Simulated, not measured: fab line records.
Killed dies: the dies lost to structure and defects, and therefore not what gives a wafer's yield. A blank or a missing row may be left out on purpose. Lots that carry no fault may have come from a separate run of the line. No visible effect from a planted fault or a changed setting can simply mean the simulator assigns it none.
Which tool is to blame? || flow n5_finfet || 10 lots, 30 wafers sampled, at 5 steps of a route of 1938

WHAT EACH GAUGE READ, for each wafer
N5_BEOL_M12_OCD_MEAS_35.
{"lot": "L430", "measured": "day 10 11:10", "on": "ocd-01", "trench_depth_nm (nm)": "323 312 321"}
{"lot": "L431", "measured": "day 11 00:10", "on": "ocd-02", "trench_depth_nm (nm)": "325 318 323"}
{"lot": "L434", "measured": "day 11 21:49", "on": "ocd-01", "trench_depth_nm (nm)": "319 318 321"}
{"lot": "L436", "measured": "day 12 00:33", "on": "ocd-02", "trench_depth_nm (nm)": "316 320 319"}
{"lot": "L438", "measured": "day 13 04:23", "on": "ocd-01", "trench_depth_nm (nm)": "316 321 322"}
{"lot": "L439", "measured": "day 13 15:53", "on": "ocd-01", "trench_depth_nm (nm)": "317 321 318"}
{"lot": "L440", "measured": "day 14 00:28", "on": "ocd-01", "trench_depth_nm (nm)": "314 315 318"}
{"lot": "L445", "measured": "day 14 23:01", "on": "ocd-02", "trench_depth_nm (nm)": "320 321 321"}
{"lot": "L448", "measured": "day 15 15:24", "on": "ocd-01", "trench_depth_nm (nm)": "318 315 315"}
{"lot": "L453", "measured": "day 17 18:42", "on": "ocd-01", "trench_depth_nm (nm)": "320 317 317"}

N5_BEOL_M12_THK_MEAS_50: measures by xrf.
{"lot": "L430", "measured": "day 10 13:16", "on": "film_metro-01", "M12_THK (nm)": "325 316 325"}
{"lot": "L431", "measured": "day 11 02:05", "on": "film_metro-01", "M12_THK (nm)": "324 318 323"}
{"lot": "L434", "measured": "day 11 23:42", "on": "film_metro-02", "M12_THK (nm)": "320 321 324"}
{"lot": "L436", "measured": "day 12 04:37", "on": "film_metro-02", "M12_THK (nm)": "317 323 322"}
{"lot": "L438", "measured": "day 13 13:12", "on": "film_metro-01", "M12_THK (nm)": "321 327 329"}
{"lot": "L439", "measured": "day 13 19:38", "on": "film_metro-02", "M12_THK (nm)": "322 326 321"}
{"lot": "L440", "measured": "day 14 02:08", "on": "film_metro-02", "M12_THK (nm)": "319 319 323"}
{"lot": "L445", "measured": "day 15 01:42", "on": "film_metro-01", "M12_THK (nm)": "316 320 320"}
{"lot": "L448", "measured": "day 15 19:37", "on": "film_metro-01", "M12_THK (nm)": "320 318 317"}
{"lot": "L453", "measured": "day 17 20:52", "on": "film_metro-02", "M12_THK (nm)": "326 321 323"}

WHAT TOOL EACH LOT RAN ON (gives the tool, then ch and the chambers of the sampled wafers, and finally the start)
{"lot": "L430", "N5_BEOL_M12_ETCH_67": "rie_diel-01 ch 0,1,3, day 10 10:41", "N5_BEOL_M12_SPUTTER_44": "pvd_sputter-01, day 10 12:02", "N5_BEOL_M12_CMP_49": "cmp-01 ch 0,3, day 10 12:58"}
{"lot": "L431", "N5_BEOL_M12_ETCH_67": "rie_diel-02 ch 0,2,3, day 10 23:41", "N5_BEOL_M12_SPUTTER_44": "pvd_sputter-03, day 11 01:09", "N5_BEOL_M12_CMP_49": "cmp-01 ch 0,1,3, day 11 01:52"}
{"lot": "L434", "N5_BEOL_M12_ETCH_67": "rie_diel-06 ch 0,2,3, day 11 21:20", "N5_BEOL_M12_SPUTTER_44": "pvd_sputter-01, day 11 22:29", "N5_BEOL_M12_CMP_49": "cmp-01 ch 0,3, day 11 23:26"}
{"lot": "L436", "N5_BEOL_M12_ETCH_67": "rie_diel-02 ch 1,2,3, day 12 00:04", "N5_BEOL_M12_SPUTTER_44": "pvd_sputter-02, day 12 03:22", "N5_BEOL_M12_CMP_49": "cmp-01 ch 0,1,2, day 12 04:19"}
{"lot": "L438", "N5_BEOL_M12_ETCH_67": "rie_diel-06 ch 0,1,2, day 13 03:53", "N5_BEOL_M12_SPUTTER_44": "pvd_sputter-01, day 13 12:16", "N5_BEOL_M12_CMP_49": "cmp-04 ch 0,2,3, day 13 12:54"}
{"lot": "L439", "N5_BEOL_M12_ETCH_67": "rie_diel-02 ch 0,2,3, day 13 15:24", "N5_BEOL_M12_SPUTTER_44": "pvd_sputter-02, day 13 18:43", "N5_BEOL_M12_CMP_49": "cmp-01 ch 0,2,3, day 13 19:23"}
{"lot": "L440", "N5_BEOL_M12_ETCH_67": "rie_diel-02 ch 0,1,3, day 13 23:59", "N5_BEOL_M12_SPUTTER_44": "pvd_sputter-01, day 14 01:10", "N5_BEOL_M12_CMP_49": "cmp-01 ch 1,2,3, day 14 01:50"}
{"lot": "L445", "N5_BEOL_M12_ETCH_67": "rie_diel-01 ch 0,1, day 14 22:32", "N5_BEOL_M12_SPUTTER_44": "pvd_sputter-03, day 15 00:46", "N5_BEOL_M12_CMP_49": "cmp-04 ch 2,3, day 15 01:26"}
{"lot": "L448", "N5_BEOL_M12_ETCH_67": "rie_diel-02 ch 0,1,3, day 15 14:55", "N5_BEOL_M12_SPUTTER_44": "pvd_sputter-03, day 15 18:26", "N5_BEOL_M12_CMP_49": "cmp-01 ch 0,1, day 15 19:19"}
{"lot": "L453", "N5_BEOL_M12_ETCH_67": "rie_diel-01 ch 0,1,2, day 17 18:13", "N5_BEOL_M12_SPUTTER_44": "pvd_sputter-03, day 17 19:55", "N5_BEOL_M12_CMP_49": "cmp-01 ch 1,2,3, day 17 20:41"}
- N5_BEOL_M12_ETCH_67: etches SiARC in CF4, target depth 143 nm, time 238.3 s.
- N5_BEOL_M12_SPUTTER_44: material Ta, target thk 10 nm, time 16.13 s.
- N5_BEOL_M12_CMP_49: polishes, stops on SiOC, t overpolish 20.6 s, target thk 320 nm.

WHAT THE TOOLS THEMSELVES READ (means of the sampled wafers that have a number; where no wafer has one, the mark that the record gives instead)
N5_BEOL_M12_ETCH_67.
{"lot": "L430", "tool": "rie_diel-01", "chamber_pressure_mTorr (mTorr)": 39.94, "drypump_motor_current_A (A)": 5.7, "etch_rf_on_time_s (s)": 233.9, "oes_product_au (a.u.)": 0.72, "rf_vpp_V (V)": 183.5, "showerhead_plenum_p_Torr (Torr)": 2.10, "throttle_valve_pct (%)": 15.63}
{"lot": "L431", "tool": "rie_diel-02", "chamber_pressure_mTorr (mTorr)": 40.01, "drypump_motor_current_A (A)": 5.6, "etch_rf_on_time_s (s)": 234.5, "oes_product_au (a.u.)": 0.65, "rf_vpp_V (V)": 183.7, "showerhead_plenum_p_Torr (Torr)": 2.17, "throttle_valve_pct (%)": 15.45}
{"lot": "L434", "tool": "rie_diel-06", "chamber_pressure_mTorr (mTorr)": 40.00, "drypump_motor_current_A (A)": 5.7, "etch_rf_on_time_s (s)": 236.1, "oes_product_au (a.u.)": 0.77, "rf_vpp_V (V)": 185.2, "showerhead_plenum_p_Torr (Torr)": 2.21, "throttle_valve_pct (%)": 15.40}
{"lot": "L436", "tool": "rie_diel-02", "chamber_pressure_mTorr (mTorr)": 40.03, "drypump_motor_current_A (A)": 5.5, "etch_rf_on_time_s (s)": 233.8, "oes_product_au (a.u.)": 0.69, "rf_vpp_V (V)": 183.7, "showerhead_plenum_p_Torr (Torr)": 2.12, "throttle_valve_pct (%)": 15.45}
{"lot": "L438", "tool": "rie_diel-06", "chamber_pressure_mTorr (mTorr)": 39.97, "drypump_motor_current_A (A)": 5.5, "etch_rf_on_time_s (s)": 237.2, "oes_product_au (a.u.)": 0.67, "rf_vpp_V (V)": 184.4, "showerhead_plenum_p_Torr (Torr)": 2.15, "throttle_valve_pct (%)": 15.51}
{"lot": "L439", "tool": "rie_diel-02", "chamber_pressure_mTorr (mTorr)": 39.99, "drypump_motor_current_A (A)": 5.6, "etch_rf_on_time_s (s)": 234.8, "oes_product_au (a.u.)": 0.63, "rf_vpp_V (V)": 184.4, "showerhead_plenum_p_Torr (Torr)": 2.16, "throttle_valve_pct (%)": 15.50}
{"lot": "L440", "tool": "rie_diel-02", "chamber_pressure_mTorr (mTorr)": 40.01, "drypump_motor_current_A (A)": 5.7, "etch_rf_on_time_s (s)": 237.8, "oes_product_au (a.u.)": 0.63, "rf_vpp_V (V)": 183.7, "showerhead_plenum_p_Torr (Torr)": 2.16, "throttle_valve_pct (%)": 15.51}
{"lot": "L445", "tool": "rie_diel-01", "chamber_pressure_mTorr (mTorr)": 40.00, "drypump_motor_current_A (A)": 5.4, "etch_rf_on_time_s (s)": 236.8, "oes_product_au (a.u.)": 0.76, "rf_vpp_V (V)": 182.4, "showerhead_plenum_p_Torr (Torr)": 2.10, "throttle_valve_pct (%)": 15.62}
{"lot": "L448", "tool": "rie_diel-02", "chamber_pressure_mTorr (mTorr)": 39.98, "drypump_motor_current_A (A)": 5.7, "etch_rf_on_time_s (s)": 238.7, "oes_product_au (a.u.)": 0.62, "rf_vpp_V (V)": 184.4, "showerhead_plenum_p_Torr (Torr)": 2.16, "throttle_valve_pct (%)": 15.53}
{"lot": "L453", "tool": "rie_diel-01", "chamber_pressure_mTorr (mTorr)": 39.98, "drypump_motor_current_A (A)": 5.5, "etch_rf_on_time_s (s)": 236.9, "oes_product_au (a.u.)": 0.70, "rf_vpp_V (V)": 183.8, "showerhead_plenum_p_Torr (Torr)": 2.08, "throttle_valve_pct (%)": 15.54}

N5_BEOL_M12_SPUTTER_44.
{"lot": "L430", "tool": "pvd_sputter-01", "cathode_dc_power_W (W)": 15000, "throttle_valve_pct (%)": 29.6}
{"lot": "L431", "tool": "pvd_sputter-03", "cathode_dc_power_W (W)": 14998, "throttle_valve_pct (%)": 29.5}
{"lot": "L434", "tool": "pvd_sputter-01", "cathode_dc_power_W (W)": 14998, "throttle_valve_pct (%)": 29.3}
{"lot": "L436", "tool": "pvd_sputter-02", "cathode_dc_power_W (W)": 14997, "throttle_valve_pct (%)": 29.2}
{"lot": "L438", "tool": "pvd_sputter-01", "cathode_dc_power_W (W)": 14402, "throttle_valve_pct (%)": 29.4}
{"lot": "L439", "tool": "pvd_sputter-02", "cathode_dc_power_W (W)": 15001, "throttle_valve_pct (%)": 29.8}
{"lot": "L440", "tool": "pvd_sputter-01", "cathode_dc_power_W (W)": 14405, "throttle_valve_pct (%)": 29.4}
{"lot": "L445", "tool": "pvd_sputter-03", "cathode_dc_power_W (W)": 15000, "throttle_valve_pct (%)": 29.6}
{"lot": "L448", "tool": "pvd_sputter-03", "cathode_dc_power_W (W)": 14999, "throttle_valve_pct (%)": 29.5}
{"lot": "L453", "tool": "pvd_sputter-03", "cathode_dc_power_W (W)": 14999, "throttle_valve_pct (%)": 30.5}

N5_BEOL_M12_CMP_49.
{"lot": "L430", "tool": "cmp-01", "barrier_field_endpoint_s (s)": 30.5, "motor_current_A (A)": 6.6}
{"lot": "L431", "tool": "cmp-01", "barrier_field_endpoint_s (s)": 30.4, "motor_current_A (A)": 6.1}
{"lot": "L434", "tool": "cmp-01", "barrier_field_endpoint_s (s)": 30.7, "motor_current_A (A)": 6.2}
{"lot": "L436", "tool": "cmp-01", "barrier_field_endpoint_s (s)": 30.7, "motor_current_A (A)": 6.5}
{"lot": "L438", "tool": "cmp-04", "barrier_field_endpoint_s (s)": 28.8, "motor_current_A (A)": 5.2}
{"lot": "L439", "tool": "cmp-01", "barrier_field_endpoint_s (s)": 30.6, "motor_current_A (A)": 6.2}
{"lot": "L440", "tool": "cmp-01", "barrier_field_endpoint_s (s)": 29.6, "motor_current_A (A)": 6.3}
{"lot": "L445", "tool": "cmp-04", "barrier_field_endpoint_s (s)": 29.5, "motor_current_A (A)": 5.2}
{"lot": "L448", "tool": "cmp-01", "barrier_field_endpoint_s (s)": 29.3, "motor_current_A (A)": 6.4}
{"lot": "L453", "tool": "cmp-01", "barrier_field_endpoint_s (s)": 30.1, "motor_current_A (A)": 6.0}

THE ANSWER, worked out from the rows above alone
Rule: usual is defined by the lots themselves. The widest of any qualifying gaps counts: lots, ordered by their means at a reading, are off when they make up no more than a third of the lots, leave a main group of 4 or more, and stand apart from it by 3 or more times the standard deviation of that group's means. A main group whose means are all the same, to the digits that the tables above print for the reading, isn't used. A lot without any number at a reading at which 4 lots or more have one is off too. All remaining lots with rows at the step are treated as sound. After the gauges, taken in route order, come the tools' own readings; for these a lot's mean is taken, as printed above. At the first step where some lot is off, the reading lying furthest off is the one used; lots without a number count as furthest.
Off: L438, L440 (N5_BEOL_M12_SPUTTER_44, cathode_dc_power_W). For the main group the mean is 14999 W and the standard deviation 1.2.
A tool fits if, at that step or a process step before it, it ran every lot that is off, and no sound lot after the first of them. One candidate fits, namely pvd_sputter-01 at N5_BEOL_M12_SPUTTER_44. Its last sound lot is L434 (day 11 22:29), its first lot that is off L438 (day 13 12:16): a fault that began between those two fits.
The tool's own readings at N5_BEOL_M12_SPUTTER_44 bear it out: on the lots that are off they differ by more than 5 times the standard deviation of the sound lots' means. cathode_dc_power_W reads 14404 W there against 14999 W on the sound lots.

WHAT THE SIMULATOR PUT IN
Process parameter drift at N5_BEOL_M12_SPUTTER_44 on pvd_sputter-01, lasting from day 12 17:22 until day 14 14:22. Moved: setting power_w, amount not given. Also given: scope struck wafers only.
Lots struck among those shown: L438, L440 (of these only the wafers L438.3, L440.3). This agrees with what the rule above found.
